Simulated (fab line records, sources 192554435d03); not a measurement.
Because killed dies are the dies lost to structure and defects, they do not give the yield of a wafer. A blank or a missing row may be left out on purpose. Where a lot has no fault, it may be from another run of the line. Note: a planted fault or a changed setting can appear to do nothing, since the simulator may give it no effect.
A lot that was struck, set against a sound lot | flow n5_finfet | 39 steps out of a route of 1938
Sound: these wafers, L672.3, L672.4, L672.6. Struck: wafer L680.2 (left out: L680.3, L680.5 of the same lot, which were not struck); the cause appears at the end.
For every step that has rows: the tool of each side, followed by ch and its chambers, followed by its first start. Under that, the readings that differ: sound wafers | struck wafers | difference of the means | sigmas: that difference in standard deviations of wafers without a fault.
alike: words and numbers the same on both sides, and readings whose means are apart by under 2 such deviations; not compared: readings that were withheld, readings missing a value for some wafer, numbers with overlapping values and no deviation given by the record, and bounds like >300 which may hide the same value.
The two part at a step that has a row with sigmas, a row that says differs or no value, or rows on one side only. When numbers do not overlap yet have no deviation, they are printed without sigmas and do not part them. Lack of a reading on every wafer of one side parts them only where that side has two or more wafers.

first, 9 steps without rows for these wafers: N5_BEOL_M3_SOFTBAKE_23 (time 60 s); N5_BEOL_M3_EXPOSE_25 (exposes mask V2, defocus 5 nm); N5_BEOL_M3_PEB_26 (peb time 60 s); N5_BEOL_M3_DEVELOP_27 (develop time 30 s); N5_BEOL_M3_DESCUM_33 (chemistry O2, time 7 s); N5_BEOL_M3_ETCH_77 (etches underlayer in N2/H2, target depth 6.5 nm, time 5.2 s); N5_BEOL_M3_ETCH_69 (etches SiARC in CF4, target depth 15.6 nm, time 26 s); N5_BEOL_M3_ALD_98 (deposits SiO2, target thk 2.5 nm, pulse time 1 s, co reactant pulse time 1 s); N5_BEOL_M3_ETCHBACK_99 (etches SiO2 in CHF3, target depth 5 nm, time 10.4 s).
N5_BEOL_M3_ETCH_70: etches SOC in N2/H2, target depth 80 nm, overetch 16 nm, time 120 s.
  sound on rie_diel-04 ch 1,3, day 7 13:40; struck on rie_diel-02 ch 0, day 9 08:41
  reading                                    | sound             | struck | difference | sigmas
  throttle_valve_pct (%)                     | 17.81 17.68 17.82 | 18.23  | +0.46      | +2
  model.SiARC_of_BEOL_M3_COAT_68.thk_nm (nm) | 6.4 6.6 6.4       | 8.6    | +2.1       |
  model.etch.depth_nm (nm)                   | 60.07 60.02 60.07 | 58.54  | -1.51      |
  alike: drypump_motor_current_A, oes_product_au, rf_vpp_V, showerhead_plenum_p_Torr
  not compared: rf_hours_counter_h
then, 27 steps without rows for these wafers: N5_BEOL_M3_STRIP_71 (strips in N2/H2); N5_BEOL_M3_STRIP_78 (strips in N2/H2); N5_BEOL_M3_VIA_ETCH_34 (etches the open film in C4F6/O2, target depth 69.4 nm, time 65.9 s); N5_BEOL_M3_STRIP_83 (strips in C4F6/O2); N5_BEOL_M3_STRIP_36 (strips in N2/H2); N5_BEOL_M3_TRENCH_ETCH_37 (etches SiOC in C4F6/O2, target depth 55.555 nm, time 29.2 s); N5_BEOL_M3_ETCH_41 (etches SiCN in CH3F/O2, target depth 29.9 nm, time 52.5 s); N5_BEOL_M3_STRIP_97 (strips in N2/H2, time 10 s); N5_BEOL_M3_HM_STRIP_39 (strips TiN in peroxide tin strip, target depth 25 nm, time 158 s); N5_BEOL_M3_SRD_40 (time 30 s); N5_BEOL_M3_PRECLEAN_42 (cleans in residue remover, time 60 s); N5_BEOL_M3_SRD_43 (time 30 s); N5_BEOL_M3_DEGAS_44 (time 60 s); N5_BEOL_M3_PRE_CLEAN_45 (time 30 s); N5_BEOL_M3_ALD_84 (deposits TaN, pulse time 2 s, purge time 3 s, co reactant purge time 2 s); N5_BEOL_M3_SURFACE_TREAT_85; N5_BEOL_M3_CVD_47 (deposits Co from CCTBA/H2, target thk 3 nm, time 223.8 s); N5_BEOL_M3_SPUTTER_48 (material Cu, target thk 4.5 nm, time 8.29 s); N5_BEOL_M3_ANNEAL_49 (time 240 s); N5_BEOL_M3_SPUTTER_79 (material Cu, target thk 4.5 nm, time 8.29 s); N5_BEOL_M3_ANNEAL_80 (time 240 s); N5_BEOL_M3_SPUTTER_81 (material Cu, target thk 4.5 nm, time 8.29 s); N5_BEOL_M3_ANNEAL_82 (time 240 s); N5_BEOL_M3_SPUTTER_86 (material Cu, target thk 4.5 nm, time 8.29 s); N5_BEOL_M3_ANNEAL_87 (time 240 s); N5_BEOL_M3_SPUTTER_88 (material Cu, target thk 4.5 nm, time 8.29 s); N5_BEOL_M3_ANNEAL_89 (time 240 s).
N5_BEOL_M4_RC_MEAS_101:
  sound on prober-02 ch 0, day 8 08:04; struck on prober-01 ch 0, day 9 21:24
  alike: DIBL_N, DIBL_P, IOFF_N, IOFF_P, ION_N, ION_P, SS_N, SS_P, VT_N, VT_P
-- a jump in the record: the struck wafers' starts before and after are 4 days apart (it breaks off in module BEOL_M4 and resumes in module PASSIVATION, where the first step shown is number 1936 of the route) --
N5_PASSIVATION_PROBE_49:
  rows exist in the record for the struck wafers here (prober-01, day 14 07:04), but not for the sound ones

## WHERE THEY PART
Earliest at N5_BEOL_M3_ETCH_70; latest, in this record, at N5_PASSIVATION_PROBE_49.

WHY: what had been put in by the simulator
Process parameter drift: rie_diel-02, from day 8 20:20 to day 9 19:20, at N5_BEOL_M3_ETCH_70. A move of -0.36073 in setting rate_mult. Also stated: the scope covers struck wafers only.
